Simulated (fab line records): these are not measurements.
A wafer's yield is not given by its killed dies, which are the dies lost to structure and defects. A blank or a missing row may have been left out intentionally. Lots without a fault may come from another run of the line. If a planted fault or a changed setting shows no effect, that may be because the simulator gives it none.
fab line records	flow n5Finfet
record: lots: 7	wafers: 39
route steps=1938 shown BEOL_M15@1809
startH: hours from the record's first day to the start of the lot's first wafer shown	waitH: time in hours since the lot's previous step	" as in the row above	L1.1+2: a row that stands for several wafers	- either no value or no given start	* or withheld: withheld	< > ~ a bound
route shown NAME@n: a module of which the file shows steps, and the number in the route of the first	usual: mean and standard deviation over wafers with no fault	same: alike in all rows	chamber/n: place in a boat	sites: per-site readings	_std_site: standard deviation across them	_edge_site: outer sites' mean less inner sites'	radiusMm: for every site, how far away it sits from the centre of the wafer	mask NAME#n: copy n	behind: tool/chamber where the wafer was last shaped	hold: cause of the lot's hold/its duration in hours/its outcome	device: the transistor (n, p or np) that didn't switch	end of line: the same wafers' tests at the end of the route	a step given without rows: its recipe and nothing more	killed: the dies lost at the first sort to structure and to defects; this is not the yield of the wafer	map: a wafer's dies, marking killed ones x, the rest . and places with no die _
set.NAME: the setting the step ran with; set.NAME@STEP: the setting that earlier step ran with	model.NAME: the simulator's own value behind a step, which no gauge read
lots run with intentionally changed settings; tables by step, rows by wafer
== steps ==
step: N5_BEOL_M15_TRENCH_ETCH_34
recipe: chemistry: C4F8/O2/Ar	target: SiO2	targetDepthA: 8729.3	heInnerTorr: 15	heOuterTorr: 30	timeS: 199	ionEnergyEv: 800	pressureMtorr: 20	sourceW: 1905	biasW: 2040	Ar_flow_sccm: 400	C4F8_flow_sccm: 16	O2_flow_sccm: 12
lot.wafer	tool	chamber	startH	waitH	set.timeS	model.etch.depthNm	model.coat_of_BEOL_M15_COAT_22.thkNm
L078.1	rieDiel-06	2	265.34	0.0	242.3	1091	492
L078.2	"	0	"	"	199	874.4	537
L078.3	"	3	"	"	242.3	1024	514.2
L078.4	"	1	"	"	242.3	1047	513.2
L078.5	"	3	"	"	199	843.8	551.8
L078.6	"	2	"	"	199	899.8	528.6
L076.1	rieDiel-03	0	265.84	0.0	199	886.5	536
L076.2	"	1	"	"	92.59	400.2	639.8
L076.3	"	2	"	"	92.59	424.1	626
L076.4	"	2	"	"	199	906.7	530.4
L076.5	"	0	"	"	199	884.5	538
L076.6	"	1	"	"	92.59	403.2	637.8
L079.1	rieDiel-06	3	278.17	0.0	85.89	353.5	650.4
L079.2	"	2	"	"	199	877.1	538
L079.3	"	0	"	"	85.89	370	645
L079.4	"	1	"	"	199	848.8	554.6
L079.5	"	3	"	"	199	827.1	555.8
L079.6	"	0	"	"	85.89	373.4	645.2
L081.3	rieDiel-06	2	297.56	0.0	199	888.3	535
L081.4	"	1	"	"	199	851.5	557.4
L081.5	"	3	"	"	199	820	560.2
L089.1	rieDiel-02	2	325.92	0.0	116.7	505.3	618.2
L089.2	"	1	"	"	199	898.4	537.6
L089.3	"	3	"	"	116.7	528.1	612
L089.4	"	0	"	"	199	862.7	553
L089.5	"	2	"	"	199	861.4	547.4
L089.6	"	3	"	"	116.7	527.9	612
L095.1	rieDiel-02	2	381.51	0.0	199	877.7	538
L095.2	"	3	"	"	302.5	1372	440.8
L095.3	"	1	"	"	302.5	1357	442
L095.4	"	2	"	"	302.5	1325	448.2
L095.5	"	1	"	"	199	894.5	536.2
L095.6	"	3	"	"	199	891.6	534
L096.1	rieDiel-03	2	385.74	0.0	199	901.9	537.4
L096.2	"	1	"	"	199	901.6	542
L096.3	"	0	"	"	199	894.9	540.6
L096.4	"	3	"	"	199	866	544.8
L096.5	"	3	"	"	199	872.5	541.2
L096.6	"	0	"	"	199	892.8	544
step: N5_BEOL_M15_STRIP_36
recipe: chemistry: O2	powerW: 600	tempC: 60	pressureMtorr: 30	rfFrequencyHz: 6e+07	biasPowerW: 0	overashFraction: 0.3	o2FlowSccm: 225
step: N5_BEOL_M15_ECD_47
recipe: material: Cu	targetThkA: 18600
step: N5_BEOL_M15_ANNEAL_48
recipe: tempC: 225	timeS: 90	ambient: N2
step: N5_BEOL_M15_CMP_49
recipe: stopOn: SiO2	tOverpolishS: 4.9	downForcePsi: 2	platenRpm: 80	clearingPlatenDownForcePsi: 2	clearingPlatenRpm: 80	postCmpClean: cuAlkaline	targetThkNm: 850	clearingPlatenPadVelocityMS: 1.5917	padVelocityMS: 1.5917
lot.wafer	tool	chamber	startH	waitH	set.timeS@BEOL_M15_TRENCH_ETCH_34	model.Cu_of_BEOL_M15_ECD_47.thkNm
L078.2	cmp-03	1	267.50	0.2	199	850.8
L078.4	"	2	"	"	242.3	1023
L078.1	"	3	"	"	242.3	1067
L078.3	"	0	"	"	242.3	1002
L078.5	"	1	"	"	199	819.8
L078.6	"	2	"	"	199	874
L076.4	cmp-04	3	270.15	0.2	199	884
L076.3	"	0	"	"	92.59	402.4
L076.2	"	1	"	"	92.59	381.2
L076.1	"	2	"	"	199	863.4
L076.6	"	3	"	"	92.59	382
L076.5	"	0	"	"	199	861.6
L079.3	cmp-04	3	280.29	0.2	85.89	348.8
L079.1	"	0	"	"	85.89	330.2
L079.2	"	1	"	"	199	859.4
L079.4	"	2	"	"	199	824.8
L079.5	"	3	"	"	199	804.8
L079.6	"	0	"	"	85.89	351
L081.4	cmp-03	0	300.46	0.2	199	830.8
L081.3	"	2	"	"	199	864.6
L081.5	"	0	"	"	199	798.8
L089.2	cmp-04	1	327.50	0.2	199	878.4
L089.4	"	2	"	"	199	838.2
L089.1	"	3	"	"	116.7	482.4
L089.3	"	0	"	"	116.7	505.6
L089.6	"	1	"	"	116.7	508.8
L089.5	"	2	"	"	199	837.4
L095.1	cmp-04	1	386.58	0.3	199	857.2
L095.3	"	2	"	"	302.5	1331
L095.2	"	3	"	"	302.5	1351
L095.4	"	0	"	"	302.5	1302
L095.6	"	1	"	"	199	870.8
L095.5	"	2	"	"	199	868.2
L096.3	cmp-01	0	387.48	0.2	199	872.2
L096.2	"	1	"	"	199	881.4
L096.4	"	2	"	"	199	844.4
L096.1	"	3	"	"	199	882.8
L096.5	"	0	"	"	199	850
L096.6	"	1	"	"	199	873
step: N5_BEOL_M15_THK_MEAS_50
recipe: thkMeasGauge: xrf	reads: Cu_of_BEOL_M15_ECD_47
usual: M15_THK: 860/20
lot.wafer	tool	chamber	startH	waitH	set.timeS@BEOL_M15_TRENCH_ETCH_34	M15_THK[nm]
L078.1	filmMetro-01	-	267.79	-	242.3	1093
L078.2	"	-	"	"	199	867
L078.3	"	-	"	"	242.3	1027
L078.4	"	-	"	"	242.3	1040
L078.5	"	-	"	"	199	838
L078.6	"	-	"	"	199	891
L076.1	filmMetro-01	-	270.48	-	199	876
L076.2	"	-	"	"	92.59	387
L076.3	"	-	"	"	92.59	407
L076.4	"	-	"	"	199	901
L076.5	"	-	"	"	199	876
L076.6	"	-	"	"	92.59	387
L079.1	filmMetro-01	-	280.58	-	85.89	334
L079.2	"	-	"	"	199	870
L079.3	"	-	"	"	85.89	353
L079.4	"	-	"	"	199	834
L079.5	"	-	"	"	199	816
L079.6	"	-	"	"	85.89	354
L081.3	filmMetro-01	-	300.72	-	199	876
L081.4	"	-	"	"	199	843
L081.5	"	-	"	"	199	807
L089.1	filmMetro-01	-	327.79	-	116.7	484
L089.2	"	-	"	"	199	887
L089.3	"	-	"	"	116.7	507
L089.4	"	-	"	"	199	845
L089.5	"	-	"	"	199	838
L089.6	"	-	"	"	116.7	513
L095.1	filmMetro-02	-	386.87	-	199	846
L095.2	"	-	"	"	302.5	1335
L095.3	"	-	"	"	302.5	1321
L095.4	"	-	"	"	302.5	1281
L095.5	"	-	"	"	199	857
L095.6	"	-	"	"	199	861
L096.1	filmMetro-01	-	387.78	-	199	894
L096.2	"	-	"	"	199	895
L096.3	"	-	"	"	199	879
L096.4	"	-	"	"	199	852
L096.5	"	-	"	"	199	861
L096.6	"	-	"	"	199	882
step: N5_BEOL_M15_PRE_CLEAN_52
recipe: gas: NH3	timeS: 15	tempC: withheld	rfPowerW: 300
step: N5_BEOL_M15_DEP_53
recipe: material: SiCN	targetThkA: 500	tempC: withheld	precursor: 3MS/NH3	pressureTorr: 3	rfW: 675	timeS: 17.8
step: N5_BEOL_M15_RS_MEAS_54
recipe: thkMeasGauge: four-point-probe	reads: Cu_of_BEOL_M15_ECD_47+Ta_of_BEOL_M15_SPUTTER_44+TaN_of_BEOL_M15_SPUTTER_43
usual: M15_RS: 0.0215/0.00052
lot.wafer	tool	chamber	startH	waitH	set.timeS@BEOL_M15_TRENCH_ETCH_34	M15_RS[ohm/sq]
L078.1	filmMetro-01	-	267.92	0.0	242.3	0.0171
L078.2	"	-	"	"	199	0.0215
L078.3	"	-	"	"	242.3	0.0182
L078.4	"	-	"	"	242.3	0.0179
L078.5	"	-	"	"	199	0.0223
L078.6	"	-	"	"	199	0.0209
L076.1	filmMetro-01	-	270.61	0.0	199	0.0212
L076.2	"	-	"	"	92.59	0.0490
L076.3	"	-	"	"	92.59	0.0463
L076.4	"	-	"	"	199	0.0207
L076.5	"	-	"	"	199	0.0212
L076.6	"	-	"	"	92.59	0.0489
L079.1	filmMetro-01	-	280.71	0.0	85.89	0.0568
L079.2	"	-	"	"	199	0.0213
L079.3	"	-	"	"	85.89	0.0538
L079.4	"	-	"	"	199	0.0222
L079.5	"	-	"	"	199	0.0227
L079.6	"	-	"	"	85.89	0.0534
L081.3	filmMetro-01	-	300.85	0.1	199	0.0211
L081.4	"	-	"	"	199	0.0220
L081.5	"	-	"	"	199	0.0229
L089.1	filmMetro-01	-	327.92	0.0	116.7	0.0384
L089.2	"	-	"	"	199	0.0209
L089.3	"	-	"	"	116.7	0.0366
L089.4	"	-	"	"	199	0.0218
L089.5	"	-	"	"	199	0.0218
L089.6	"	-	"	"	116.7	0.0364
L095.1	filmMetro-01	-	387.00	0.0	199	0.0213
L095.2	"	-	"	"	302.5	0.0135
L095.3	"	-	"	"	302.5	0.0137
L095.4	"	-	"	"	302.5	0.0140
L095.5	"	-	"	"	199	0.0211
L095.6	"	-	"	"	199	0.0210
L096.1	filmMetro-01	-	387.90	0.0	199	0.0207
L096.2	"	-	"	"	199	0.0207
L096.3	"	-	"	"	199	0.0210
L096.4	"	-	"	"	199	0.0217
L096.5	"	-	"	"	199	0.0215
L096.6	"	-	"	"	199	0.0210
== key ==
split: step: N5_BEOL_M15_TRENCH_ETCH_34	setting: timeS	stated: 199	by: wafer
response: step: N5_BEOL_M15_TRENCH_ETCH_34	reading: model.etch.depthNm	change: +8.75	per: 1%	r: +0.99
response: step: N5_BEOL_M15_TRENCH_ETCH_34	reading: model.coat_of_BEOL_M15_COAT_22.thkNm	change: -1.75	per: 1%	r: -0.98
response: step: N5_BEOL_M15_CMP_49	reading: model.Cu_of_BEOL_M15_ECD_47.thkNm	change: +8.74	per: 1%	r: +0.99
response: step: N5_BEOL_M15_THK_MEAS_50	reading: M15_THK	change: +8.82	per: 1%	r: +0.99
response: step: N5_BEOL_M15_RS_MEAS_54	reading: M15_RS	change: -0.000402	per: 1%	r: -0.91
